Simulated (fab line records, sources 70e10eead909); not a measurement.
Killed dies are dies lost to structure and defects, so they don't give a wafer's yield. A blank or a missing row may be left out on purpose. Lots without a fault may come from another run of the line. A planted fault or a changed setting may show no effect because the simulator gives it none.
fab line records | flow nand_harc | part 2 of 2: steps 25 to 36 of 36
record lots=5 wafers=15 last_day=23
route steps=1159 shown P_CONTACT@251 P_M0@253 P_M1@285
lots that met no fault: from a run of the same line without faults
start_h: hours from the record's first day to the start of the lot's first wafer shown | wait_h: hours since the lot's step before | " the same as in the row above | L1.1+2: a row that stands for several wafers | - no value, or no start given | * or withheld: withheld | < > ~ a bound
route shown NAME@n: a module of which the file shows steps, and the number in the route of the first | usual: mean/standard deviation of fault-free wafers | same: alike in all rows | chamber/n: place in a boat | sites: the reading at each site | _std_site: their standard deviation | _edge_site: outer sites' mean less inner sites' | radius_mm: how far each site lies from the wafer's centre | mask NAME#n: copy n | behind: the tool/chamber that last shaped the wafer | hold: why the lot was held/for how many hours/how that ended | device: the transistor (n, p or np) that didn't switch | end of line: the same wafers' tests at the end of the route | a step without rows: its recipe alone | killed: dies lost to structure and defects at the first sort, not the wafer's yield | map: a wafer's dies, x killed, . not, _ none there
set.NAME: the setting as run; set.NAME@STEP: as run at that earlier step | model.NAME: the simulator's own value behind a step, which no gauge read
lots at some steps of the route; a table a step, a row a wafer
services: from which hour (start_h, from the record's first day; less than 0 if before it) a tool's chamber was out of use, for how many hours, and why
## steps
# step NHARC_P_M0_PVD_21
# recipe target_thk_a=300 chamber_pressure_pa=5 power_w=5000 substrate_temp_c=30 time_s=20.49 material=Cu
# usual substrate_temp_c=29.99/0.12 throttle_valve_pct=29.9/0.83
# columns lot.wafer tool chamber start_h wait_h substrate_temp_c throttle_valve_pct
L074.3 pvd_sputter-01 - - - 29.85 29.2
L074.2 " - " " 30.07 28.6
L074.4 " - " " 30.04 30.3
L075.4 pvd_sputter-01 - - - 29.86 29.4
L075.5 " - " " 29.99 29.9
L075.6 " - " " 29.68 30.7
L084.3 pvd_sputter-02 - - - 30.23 31.4
L084.4 " - " " 29.98 29.6
L084.2 " - " " 30.24 28.4
L087.4 pvd_sputter-02 - - - 30.03 29.7
L087.5 " - " " 30.00 31.4
L087.6 " - " " 29.97 29.5
L086.2 pvd_sputter-02 - - - 29.96 28.6
L086.4 " - " " 29.88 31.4
L086.6 " - " " 29.95 29.6
# step NHARC_P_M0_ECD_22
# recipe target_thk_a=4000 bath_temp_c=25 material=Cu
# columns lot.wafer tool chamber start_h wait_h
L074.2+4+3 ecd_cu-01 0,0,1 107.54 -
L075.4+6+5 ecd_cu-02 1,0,1 117.52 -
L084.2+3+4 ecd_cu-01 0,1,0 183.10 -
L087.4+5+6 ecd_cu-02 1,0,1 212.18 -
L086.2+4+6 ecd_cu-01 0,0,1 212.27 -
# step NHARC_P_M0_ANNEAL_30
# recipe temp_c=225 time_s=90
# usual wafer_temp_C_max=225.9/0.36
# columns lot.wafer tool chamber start_h wait_h wafer_temp_C_max
L074.2 rtp_anneal-01 0 108.00 - 226.1
L074.3 " 0 " " 226.4
L074.4 " 0 " " 225.7
L075.4 rtp_anneal-01 0 117.90 - 226.0
L075.5 " 0 " " 225.6
L075.6 " 0 " " 226.8
L084.2 rtp_anneal-02 0 183.48 - 225.7
L084.3 " 0 " " 225.8
L084.4 " 0 " " 225.7
L087.4 rtp_anneal-02 0 212.56 - 225.9
L087.5 " 0 " " 225.8
L087.6 " 0 " " 225.8
L086.2 rtp_anneal-01 0 212.83 - 225.6
L086.4 " 0 " " 225.8
L086.6 " 0 " " 226.1
# step NHARC_P_M0_CMP_23
# recipe t_overpolish_s=20 target_thk_nm=117.53
# usual edge_zone_pressure_frac=1.000/0.0052 motor_current_A=11.5/1.1 time_to_endpoint_s=28/3.4
# columns lot.wafer tool chamber start_h wait_h edge_zone_pressure_frac motor_current_A time_to_endpoint_s
L074.3 cmp-02 2 108.29 - 0.997 9.8 28
L074.4 " 0 " " 1.002 12.1 28
L074.2 " 1 " " 0.997 10.6 28
L075.4 cmp-02 1 118.14 - 1.001 11.0 24
L075.6 " 3 " " 1.009 11.6 26
L075.5 " 0 " " 1.001 11.7 27
L084.3 cmp-01 2 183.77 - 1.002 12.8 31
L084.2 " 0 " " 0.995 12.0 28
L084.4 " 1 " " 1.008 13.1 32
L087.4 cmp-01 1 212.78 - 1.006 14.2 28
L087.5 " 0 " " 0.999 11.1 26
L087.6 " 1 " " 1.006 14.1 28
L086.2 cmp-02 1 213.13 - 0.999 10.5 24
L086.4 " 2 " " 0.997 10.4 25
L086.6 " 1 " " 0.998 10.5 22
# step NHARC_P_M0_THK_MEAS_24
# recipe thk_meas_gauge=xrf
# usual thk_nm=117.4/1.8
# columns lot.wafer tool chamber start_h wait_h thk_nm
L074.2 film_metro-02 - 108.61 - 117.2
L074.3 " - " " 116.1
L074.4 " - " " 114.2
L075.4 film_metro-01 - 118.40 - 118.3
L075.5 " - " " 117.8
L075.6 " - " " 118.0
L084.2 film_metro-01 - 184.09 - 118.9
L084.3 " - " " 117.9
L084.4 " - " " 118.8
L087.4 film_metro-02 - 213.07 - 117.4
L087.5 " - " " 116.4
L087.6 " - " " 118.5
L086.2 film_metro-02 - 213.45 - 114.4
L086.4 " - " " 116.7
L086.6 " - " " 116.3
# step NHARC_P_M0_SRD_25
# columns lot.wafer tool chamber start_h wait_h
L074.4+3+2 wet_bench-08 3,5,7 108.65 0.0
L075.5+4+6 wet_bench-10 4,6,0 118.44 0.0
L084.3+4+2 wet_bench-08 2,3,5 184.13 0.0
L087.6+4+5 wet_bench-08 6,1,3 213.11 0.0
L086.6+4+2 wet_bench-10 0,1,3 213.50 0.0
# step NHARC_P_M0_INSPECT_27
# usual raw_defect_count=271/95
# columns lot.wafer tool chamber start_h wait_h raw_defect_count
L074.2 defect_inspect-01 - 108.77 0.0 212
L074.3 " - " " 419
L074.4 " - " " 216
L075.4 defect_inspect-01 - 118.56 0.0 226
L075.5 " - " " 273
L075.6 " - " " 224
L084.2 defect_inspect-01 - 184.25 0.0 193
L084.3 " - " " 196
L084.4 " - " " 248
L087.4 defect_inspect-01 - 213.24 0.0 329
L087.5 " - " " 225
L087.6 " - " " 296
L086.2 defect_inspect-01 - 213.60 0.0 188
L086.4 " - " " 218
L086.6 " - " " 143
# step NHARC_P_M0_PRE_CLEAN_31
# recipe time_s=12 temp_c=370 rf_power_w=300 gas=NH3
# usual heater_power_w=620/66 susceptor_temp_C=369.97/0.21
# columns lot.wafer tool chamber start_h wait_h heater_power_w since_wet_clean_h susceptor_temp_C
L074.3 pecvd-02 1 108.83 0.1 670 124 370.17
L074.2 " 0 " " 689 124 369.89
L074.4 " 1 " " 661 - 370.18
L075.6 pecvd-01 2 118.67 0.1 654 - 370.04
L075.5 " 0 " " 602 - 370.04
L075.4 " 1 " " 600 - 370.06
L084.2 pecvd-02 0 184.31 0.1 781 18 370.05
L084.3 " 2 " " 613 18 370.23
L084.4 " 2 " " 613 - 370.25
L087.5 pecvd-01 0 213.35 0.1 510 - 370.15
L087.6 " 1 " " 642 - 370.40
L087.4 " 2 " " 575 - 369.78
L086.2 pecvd-03 0 213.67 0.1 488 90 370.02
L086.4 " 0 " " 504 - 370.00
L086.6 " 1 " " 665 - 370.39
# step NHARC_P_M0_DEP_32
# recipe target_thk_a=300 temp_c=370 target_thk_nm=30 pressure_torr=3 flow_sccm=200 rf_w=450 material=SiCN
# usual heater_power_w=568/68 susceptor_temp_C=369.99/0.22
# columns lot.wafer tool chamber start_h wait_h heater_power_w since_wet_clean_h susceptor_temp_C
L074.3 pecvd-02 1 108.91 0.1 531 124 370.14
L074.2 " 0 " " 680 124 369.72
L074.4 " 1 " " 528 - 369.97
L075.6 pecvd-01 2 118.83 0.2 553 - 370.31
L075.5 " 0 " " 509 - 370.24
L075.4 " 1 " " 548 - 370.04
L084.2 pecvd-02 0 184.39 0.1 701 18 369.84
L084.3 " 2 " " 569 18 369.75
L084.4 " 2 " " 582 - 370.08
L087.5 pecvd-01 0 213.51 0.2 537 - 370.30
L087.6 " 1 " " 592 - 369.63
L087.4 " 2 " " 484 - 370.19
L086.2 pecvd-03 0 213.75 0.1 471 90 370.07
L086.4 " 0 " " 473 - 369.87
L086.6 " 1 " " 673 - 369.91
# step NHARC_P_M1_DEP_00
# recipe target_thk_a=1825 target_thk_nm=182.5 temp_c=withheld pressure_torr=5 flow_sccm=200 rf_w=600 material=SiOC
# columns lot.wafer tool chamber start_h wait_h since_wet_clean_h
L074.3 pecvd-01 2 109.33 - 40
L074.2 " 1 " " 40
L074.4 " 1 " " -
L075.6 pecvd-01 2 - - -
L075.5 " 0 " " -
L075.4 " 1 " " -
L084.2 pecvd-03 0 184.80 - 61
L084.3 " 1 " " 61
L084.4 " 0 " " -
L087.6 pecvd-02 1 213.93 - -
L087.4 " 2 " " -
L087.5 " 0 " " -
L086.2 pecvd-03 2 - - 90
L086.4 " 1 " " -
L086.6 " 2 " " -
# step NHARC_P_M1_DEHYDRATE_01
# recipe temp_c=150 time_s=120
# usual plate_temp_C=150.01/0.14
# columns lot.wafer tool chamber start_h wait_h plate_temp_C
L074.2 litho_track-04 0 109.74 - 150.07
L074.3 " 0 " " 149.83
L074.4 " 0 " " 150.19
L075.4 litho_track-04 0 119.53 - 149.92
L075.5 " 0 " " 149.88
L075.6 " 0 " " 150.25
L084.2 litho_track-01 0 185.21 - 149.94
L084.3 " 0 " " 150.11
L084.4 " 0 " " 150.04
L087.4 litho_track-01 0 214.20 - 149.91
L087.5 " 0 " " 150.00
L087.6 " 0 " " 150.20
L086.2 litho_track-04 0 214.54 - 150.08
L086.4 " 0 " " 150.07
L086.6 " 0 " " 150.15
# step NHARC_P_M1_HMDS_02
# recipe time_s=30
# columns lot.wafer tool chamber start_h wait_h
L074.2+3+4 litho_track-04 0 - -
L075.4+5+6 litho_track-04 0 - -
L084.2+3+4 litho_track-01 0 - -
L087.4+5+6 litho_track-01 0 - -
L086.2+4+6 litho_track-04 0 - -
## services
# columns tool chamber start_h hours kind
rie_diel-10 2 83.79 1.7 repair
cmp-02 - 84.87 1.4 repair
litho_track-01 - 93.01 7.0 pm
ecd_cu-01 - 96.00 8.0 pm
rie_diel-04 2 99.60 20.7 repair
rie_diel-04 3 103.17 32.4 repair
rie_diel-04 - 110.81 0.3 repair
pecvd-03 - 111.15 13.0 pm
rie_diel-04 - 112.14 9.0 pm
wet_bench-09 - 112.80 8.0 pm
litho_track-06 - 117.00 7.0 pm
wet_bench-08 - 119.64 4.0 repair
cmp-02 - 128.50 4.0 pm
litho_track-04 - 141.00 7.0 pm
pecvd-02 - 153.52 13.0 pm
pvd_sputter-01 - 158.06 10.0 pm
rie_diel-04 3 162.47 14.1 repair
rie_diel-05 - 163.60 9.0 pm
pvd_sputter-02 - 167.76 0.7 repair
rie_diel-10 - 176.71 9.0 pm
wet_bench-08 - 182.48 0.9 repair
pecvd-02 1 197.95 8.0 repair
pvd_sputter-01 - 210.20 3.8 repair
pvd_sputter-02 - 214.00 10.0 pm
